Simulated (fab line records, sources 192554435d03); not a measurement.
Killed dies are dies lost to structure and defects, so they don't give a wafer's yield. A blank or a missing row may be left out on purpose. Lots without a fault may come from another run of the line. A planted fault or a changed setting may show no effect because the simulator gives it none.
Which tool did it? | flow n5_finfet | 24 lots, 72 wafers sampled, at 5 steps of a route of 1938

WHAT THE GAUGES READ, wafer by wafer
N5_BEOL_M5_RS_MEAS_57: measures by four-point-probe.
lot  | measured     | on            | M5_RS (ohm/sq)
L074 | day 9 15:32  | film_metro-01 | 0.399 0.410 0.405
L075 | day 9 16:12  | film_metro-02 | 0.397 0.394 0.391
L076 | day 10 08:30 | film_metro-01 | 0.384 0.403 0.383
L077 | day 10 09:53 | film_metro-01 | 0.383 0.386 0.377
L079 | day 10 14:54 | film_metro-02 | 0.396 0.401 0.394
L078 | day 10 15:31 | film_metro-02 | 0.389 0.387 0.390
L081 | day 10 19:02 | film_metro-01 | 0.392 0.393 0.392
L082 | day 10 21:08 | film_metro-01 | 0.395 0.383 0.407
L080 | day 11 07:42 | film_metro-01 | 0.384 0.395 0.394
L083 | day 12 04:34 | film_metro-02 | 0.394 0.381 0.392
L084 | day 12 14:41 | film_metro-02 | 0.403 0.407 0.410
L085 | day 13 06:53 | film_metro-01 | 0.376 0.402 0.394
L086 | day 13 15:10 | film_metro-02 | 0.402 0.413 0.398
L087 | day 13 15:41 | film_metro-01 | 0.382 0.403 0.388
L088 | day 14 12:47 | film_metro-02 | 0.398 0.416 0.396
L089 | day 14 18:28 | film_metro-01 | 0.375 0.391 0.401
L090 | day 15 06:06 | film_metro-01 | 0.390 0.400 0.393
L094 | day 15 11:39 | film_metro-01 | 0.398 0.397 0.386
L092 | day 15 15:43 | film_metro-02 | 0.385 0.389 0.385
L093 | day 15 18:08 | film_metro-01 | 0.392 0.380 0.382
L091 | day 15 21:52 | film_metro-02 | 0.401 0.385 0.390
L095 | day 15 23:55 | film_metro-02 | 0.406 0.388 0.393
L097 | day 16 10:20 | film_metro-01 | 0.389 0.394 0.389
L096 | day 16 17:00 | film_metro-01 | 0.404 0.396 0.388

N5_BEOL_M5_INSPECT_58: inspects for defects (darkfield).
lot  | measured     | on                | raw_defect_count
L074 | day 9 15:34  | defect_inspect-02 | 75 94 110
L075 | day 9 16:14  | defect_inspect-01 | 44 26 46
L076 | day 10 08:31 | defect_inspect-02 | 73 70 86
L077 | day 10 09:55 | defect_inspect-02 | 84 58 68
L079 | day 10 14:56 | defect_inspect-02 | 74 74 109
L078 | day 10 15:32 | defect_inspect-01 | 97 90 81
L081 | day 10 19:04 | defect_inspect-02 | 63 64 55
L082 | day 10 21:10 | defect_inspect-01 | 85 51 52
L080 | day 11 07:43 | defect_inspect-02 | 56 68 60
L083 | day 12 04:35 | defect_inspect-02 | 91 67 69
L084 | day 12 14:43 | defect_inspect-02 | 58 59 63
L085 | day 13 06:55 | defect_inspect-02 | 87 86 95
L086 | day 13 15:11 | defect_inspect-01 | 38 44 45
L087 | day 13 15:42 | defect_inspect-02 | 69 68 85
L088 | day 14 12:49 | defect_inspect-02 | 79 88 78
L089 | day 14 18:30 | defect_inspect-01 | 54 75 97
L090 | day 15 06:08 | defect_inspect-01 | 57 50 66
L094 | day 15 11:40 | defect_inspect-01 | 33 69 33
L092 | day 15 15:44 | defect_inspect-02 | 85 56 97
L093 | day 15 18:09 | defect_inspect-02 | 38 71 59
L091 | day 15 21:53 | defect_inspect-01 | 103 77 86
L095 | day 15 23:56 | defect_inspect-01 | 63 66 70
L097 | day 16 10:22 | defect_inspect-01 | 68 75 63
L096 | day 16 17:01 | defect_inspect-01 | 62 43 68

N5_BEOL_M6_CD_MEAS_18: pitch 80 nm, target cd 40 nm.
lot  | measured     | on        | cd_nm (nm)
L074 | day 9 18:08  | cd_sem-02 | 40.1 39.3 39.3
L075 | day 9 18:30  | cd_sem-03 | 40.4 40.0 40.9
L076 | day 10 10:41 | cd_sem-02 | 40.6 40.5 40.6
L077 | day 10 14:53 | cd_sem-01 | 40.2 40.8 40.7
L079 | day 10 20:04 | cd_sem-01 | 40.4 39.9 40.0
L078 | day 10 20:15 | cd_sem-02 | 40.7 40.0 40.5
L081 | day 10 21:08 | cd_sem-03 | 40.0 39.6 39.6
L082 | day 11 01:22 | cd_sem-03 | 40.2 40.9 40.6
L080 | day 11 11:47 | cd_sem-02 | 40.8 40.5 40.8
L083 | day 12 06:40 | cd_sem-01 | 39.7 39.1 39.4
L084 | day 12 17:04 | cd_sem-02 | 40.0 39.9 39.6
L085 | day 13 09:25 | cd_sem-01 | 39.7 40.3 39.4
L086 | day 13 18:51 | cd_sem-01 | 40.4 40.5 40.3
L087 | day 13 19:37 | cd_sem-02 | 39.9 39.8 40.1
L088 | day 14 15:20 | cd_sem-03 | 39.8 39.1 39.5
L089 | day 14 20:44 | cd_sem-01 | 39.4 40.1 40.0
L090 | day 15 09:06 | cd_sem-02 | 40.1 40.8 40.1
L094 | day 15 16:05 | cd_sem-01 | 40.0 40.3 40.7
L092 | day 15 17:53 | cd_sem-01 | 40.8 41.0 40.1
L093 | day 15 22:05 | cd_sem-01 | 39.9 40.2 40.0
L091 | day 15 23:55 | cd_sem-03 | 39.9 40.3 40.8
L095 | day 16 04:22 | cd_sem-02 | 40.3 40.6 40.6
L097 | day 16 13:27 | cd_sem-03 | 40.7 40.4 40.2
L096 | day 16 19:52 | cd_sem-01 | 40.5 40.5 40.5

WHICH TOOL RAN EACH LOT (tool, then ch and the chambers of the sampled wafers, then the start)
lot  | N5_BEOL_M5_ANNEAL_51             | N5_BEOL_M6_DESCUM_16
L074 | rtp_anneal-02 ch 0, day 9 14:26  | rie_diel-03 ch 0,1,3, day 9 17:40
L075 | rtp_anneal-01 ch 0, day 9 15:13  | rie_diel-05 ch 0,1,3, day 9 17:57
L076 | rtp_anneal-01 ch 0, day 10 07:34 | rie_diel-06 ch 0,2, day 10 10:13
L077 | rtp_anneal-02 ch 0, day 10 09:10 | rie_diel-05 ch 2,3, day 10 14:20
L079 | rtp_anneal-01 ch 0, day 10 14:07 | rie_diel-06 ch 0,1,3, day 10 19:37
L078 | rtp_anneal-01 ch 0, day 10 14:39 | rie_diel-05 ch 1,2, day 10 19:47
L081 | rtp_anneal-02 ch 0, day 10 18:14 | rie_diel-03 ch 0,1,2, day 10 20:40
L082 | rtp_anneal-02 ch 0, day 10 20:10 | rie_diel-03 ch 0,1, day 11 00:54
L080 | rtp_anneal-01 ch 0, day 11 06:56 | rie_diel-03 ch 2,3, day 11 11:19
L083 | rtp_anneal-02 ch 0, day 12 03:46 | rie_diel-05 ch 1,2,3, day 12 06:12
L084 | rtp_anneal-01 ch 0, day 12 13:50 | rie_diel-03 ch 0,1,3, day 12 16:36
L085 | rtp_anneal-02 ch 0, day 13 06:02 | rie_diel-06 ch 0,3, day 13 08:58
L086 | rtp_anneal-01 ch 0, day 13 14:22 | rie_diel-03 ch 0,1, day 13 18:23
L087 | rtp_anneal-02 ch 0, day 13 14:43 | rie_diel-06 ch 0,1,2, day 13 18:59
L088 | rtp_anneal-02 ch 0, day 14 11:56 | rie_diel-03 ch 1,2,3, day 14 14:47
L089 | rtp_anneal-02 ch 0, day 14 17:37 | rie_diel-05 ch 1,2, day 14 20:09
L090 | rtp_anneal-02 ch 0, day 15 05:13 | rie_diel-05 ch 0,1, day 15 08:36
L094 | rtp_anneal-02 ch 0, day 15 10:18 | rie_diel-06 ch 0,1,3, day 15 15:37
L092 | rtp_anneal-02 ch 0, day 15 14:53 | rie_diel-05 ch 0,1, day 15 17:25
L093 | rtp_anneal-02 ch 0, day 15 15:47 | rie_diel-06 ch 0,2, day 15 21:31
L091 | rtp_anneal-02 ch 0, day 15 21:04 | rie_diel-05 ch 1,3, day 15 23:27
L095 | rtp_anneal-02 ch 0, day 15 23:01 | rie_diel-05 ch 0,3, day 16 03:55
L097 | rtp_anneal-02 ch 0, day 16 09:29 | rie_diel-05 ch 1,3, day 16 12:59
L096 | rtp_anneal-02 ch 0, day 16 16:07 | rie_diel-05 ch 1,2, day 16 19:21
- N5_BEOL_M5_ANNEAL_51: time 90 s.
- N5_BEOL_M6_DESCUM_16: chemistry O2, time 7.9 s.

WHAT THE TOOLS THEMSELVES READ (means of the sampled wafers that have a number; where no wafer has one, the mark that the record gives instead)
N5_BEOL_M5_ANNEAL_51.
lot  | tool          | anneal_temp_c_max | wafer_temp_C_max
L074 | rtp_anneal-02 | 226.5             | 226.5
L075 | rtp_anneal-01 | 226.2             | 225.7
L076 | rtp_anneal-01 | 226.2             | 225.7
L077 | rtp_anneal-02 | 226.3             | 226.2
L079 | rtp_anneal-01 | 226.0             | 225.8
L078 | rtp_anneal-01 | 226.0             | 225.6
L081 | rtp_anneal-02 | 226.4             | 226.1
L082 | rtp_anneal-02 | 226.3             | 226.1
L080 | rtp_anneal-01 | 225.8             | 225.8
L083 | rtp_anneal-02 | 226.4             | 226.1
L084 | rtp_anneal-01 | 226.3             | 225.5
L085 | rtp_anneal-02 | 226.6             | 226.5
L086 | rtp_anneal-01 | 226.0             | 225.6
L087 | rtp_anneal-02 | 226.5             | 226.4
L088 | rtp_anneal-02 | 226.3             | 226.1
L089 | rtp_anneal-02 | 226.3             | 226.4
L090 | rtp_anneal-02 | 226.3             | 226.1
L094 | rtp_anneal-02 | 226.6             | 226.4
L092 | rtp_anneal-02 | 226.4             | 226.2
L093 | rtp_anneal-02 | 226.3             | 226.1
L091 | rtp_anneal-02 | 226.5             | 226.0
L095 | rtp_anneal-02 | 226.4             | 226.1
L097 | rtp_anneal-02 | 226.5             | 226.0
L096 | rtp_anneal-02 | 226.1             | 226.5

N5_BEOL_M6_DESCUM_16.
lot  | tool        | drypump_motor_current_A (A) | oes_product_au (a.u.) | rf_fwd_power_W (W) | rf_vpp_V (V) | showerhead_plenum_p_Torr (Torr) | throttle_valve_pct (%)
L074 | rie_diel-03 | 5.42                        | 0.81                  | 49.49              | 243.6        | 2.11                            | 20.38
L075 | rie_diel-05 | 5.43                        | 0.86                  | 49.52              | 243.9        | 2.15                            | 20.49
L076 | rie_diel-06 | 5.36                        | 0.72                  | 49.41              | 242.5        | 2.05                            | 20.37
L077 | rie_diel-05 | 5.70                        | 0.82                  | 49.33              | 243.8        | 2.11                            | 20.34
L079 | rie_diel-06 | 5.56                        | 0.76                  | 49.24              | 242.8        | 2.06                            | 20.39
L078 | rie_diel-05 | 5.67                        | 0.85                  | 49.54              | 243.3        | 2.12                            | 20.38
L081 | rie_diel-03 | 5.49                        | 0.77                  | 49.37              | 242.3        | 2.04                            | 20.29
L082 | rie_diel-03 | 5.44                        | 0.81                  | 49.53              | 243.2        | 2.11                            | 20.16
L080 | rie_diel-03 | 5.40                        | 0.80                  | 49.36              | 243.6        | 2.05                            | 20.61
L083 | rie_diel-05 | 5.68                        | 0.82                  | 49.54              | 243.2        | 2.11                            | 20.36
L084 | rie_diel-03 | 5.38                        | 0.79                  | 49.29              | 243.4        | 2.10                            | 20.40
L085 | rie_diel-06 | 5.46                        | 0.73                  | 49.03              | 242.0        | 2.02                            | 20.67
L086 | rie_diel-03 | 5.44                        | 0.74                  | 49.59              | 242.9        | 2.09                            | 20.33
L087 | rie_diel-06 | 5.56                        | 0.72                  | 49.57              | 242.7        | 2.05                            | 20.31
L088 | rie_diel-03 | 5.45                        | 0.78                  | 49.40              | 242.6        | 2.04                            | 20.43
L089 | rie_diel-05 | 5.81                        | 0.74                  | 49.51              | 243.1        | 2.08                            | 20.39
L090 | rie_diel-05 | 5.26                        | 0.76                  | 49.56              | 242.9        | 2.15                            | 20.70
L094 | rie_diel-06 | 5.57                        | 0.72                  | 49.53              | 242.6        | 2.05                            | 20.47
L092 | rie_diel-05 | 5.41                        | 0.81                  | 49.28              | 243.6        | 2.14                            | 20.58
L093 | rie_diel-06 | 5.44                        | 0.69                  | 49.44              | 241.2        | 2.00                            | 20.58
L091 | rie_diel-05 | 5.57                        | 0.85                  | 49.45              | 243.2        | 2.13                            | 20.44
L095 | rie_diel-05 | 5.44                        | 0.79                  | 49.64              | 243.7        | 2.13                            | 20.56
L097 | rie_diel-05 | 5.56                        | 0.83                  | 49.53              | 242.7        | 2.12                            | 20.45
L096 | rie_diel-05 | 5.65                        | 0.88                  | 49.67              | 242.8        | 2.11                            | 20.32

THE ANSWER, worked out from the rows above alone
Rule: what is usual is taken from the lots themselves. Put in order of their means at a reading, lots are off if they are a third of the lots or fewer, leave a main group of 4 or more, and stand apart from it by a gap of 3 or more times the standard deviation of the main group's means; of several such gaps the widest counts. A main group whose means are all the same, to the digits that the tables above print for the reading, isn't used. A lot without any number at a reading at which 4 lots or more have one is off too. The other lots that the step has rows for count as sound. The gauges are gone through in route order, then the tools' own readings, and for those a lot's mean is taken as printed above. The first step at which some lot is off is used, and at that step the reading that is off furthest; a lot without a number counts as furthest.
No lot is off at any reading shown: from this, nothing can be told.

WHAT THE SIMULATOR HAD PUT IN
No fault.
